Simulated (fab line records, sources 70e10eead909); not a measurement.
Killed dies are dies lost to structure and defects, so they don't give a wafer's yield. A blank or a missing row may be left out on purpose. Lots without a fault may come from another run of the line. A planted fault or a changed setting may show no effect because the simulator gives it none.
Chamber matching | flow nand_harc | NHARC_A_STAIRCASE_ETCH_444 on rie_diel-08: 4 sister chambers
The step etches the open film in C4F8/O2, target depth 20400 nm, time 6800 s. 18 wafers are shown with their chamber, then 9 later ones without.

WAFERS WITH THEIR CHAMBER
wafer  | chamber | rf_vpp_V (V) | oes_product_au (a.u.)
L080.1 | 3       | 804          | 0.936
L080.2 | 0       | 810          | 0.945
L080.4 | 2       | 806          | 0.921
L079.2 | 1       | 809          | 0.940
L079.5 | 2       | 805          | 0.924
L079.6 | 3       | 805          | 0.941
L082.1 | 1       | 811          | 0.939
L082.5 | 1       | 810          | 0.929
L082.6 | 0       | 809          | 0.927
L081.1 | 3       | 807          | 0.929
L081.2 | 1       | 810          | 0.916
L081.4 | 0       | 808          | 0.933
L086.1 | 2       | 804          | 0.931
L086.5 | 1       | 810          | 0.914
L086.6 | 0       | 808          | 0.925
L089.2 | 3       | 805          | 0.987
L089.3 | 2       | 803          | 0.999
L089.6 | 1       | 811          | 0.973

SIGNATURES (means of the wafers above)
reading        | chamber 0 | chamber 1 | chamber 2 | chamber 3 | scatter within a chamber
rf_vpp_V       | 808.75    | 810.17    | 804.50    | 805.25    | 1.05
oes_product_au | 0.93250   | 0.93517   | 0.94375   | 0.94825   | 0.025
Rule: a wafer's distance from a chamber is the root of the sum, over the readings, of the square of ((its reading less the chamber's mean) divided by the reading's scatter). The wafer belongs to the nearest chamber; if the next one is less than 2 further off, it can't be placed. The scatter: the root of (the sum of the squares of (reading less its chamber's mean) over the shown wafers, divided by (wafers less chambers)).

WAFERS WITHOUT THEIR CHAMBER
wafer  | rf_vpp_V (V) | oes_product_au (a.u.)
L090.1 | 805          | 0.967
L090.3 | 811          | 0.979
L090.6 | 808          | 0.972
L094.1 | 803          | 0.936
L094.3 | 807          | 0.950
L094.4 | 803          | 0.936
L096.1 | 809          | 0.928
L096.3 | 803          | 0.936
L096.6 | 808          | 0.930

WHICH CHAMBER EACH WENT THROUGH
wafer  | from the rows above               | in truth
L090.1 | can't be placed: 3 or 2           | 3
L090.3 | can't be placed: 1 or 0           | 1
L090.6 | can't be placed: 0 or 1 or 3 or 2 | 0
L094.1 | can't be placed: 2 or 3           | 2
L094.3 | can't be placed: 3 or 0 or 2 or 1 | 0
L094.4 | can't be placed: 2 or 3           | 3
L096.1 | can't be placed: 0 or 1           | 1
L096.3 | can't be placed: 2 or 3           | 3
L096.6 | can't be placed: 0 or 1           | 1
Placed correctly: 0 of 9. Can't be placed from these rows: 9 (the true chamber is among the candidates in 9). Placed wrongly: 0.
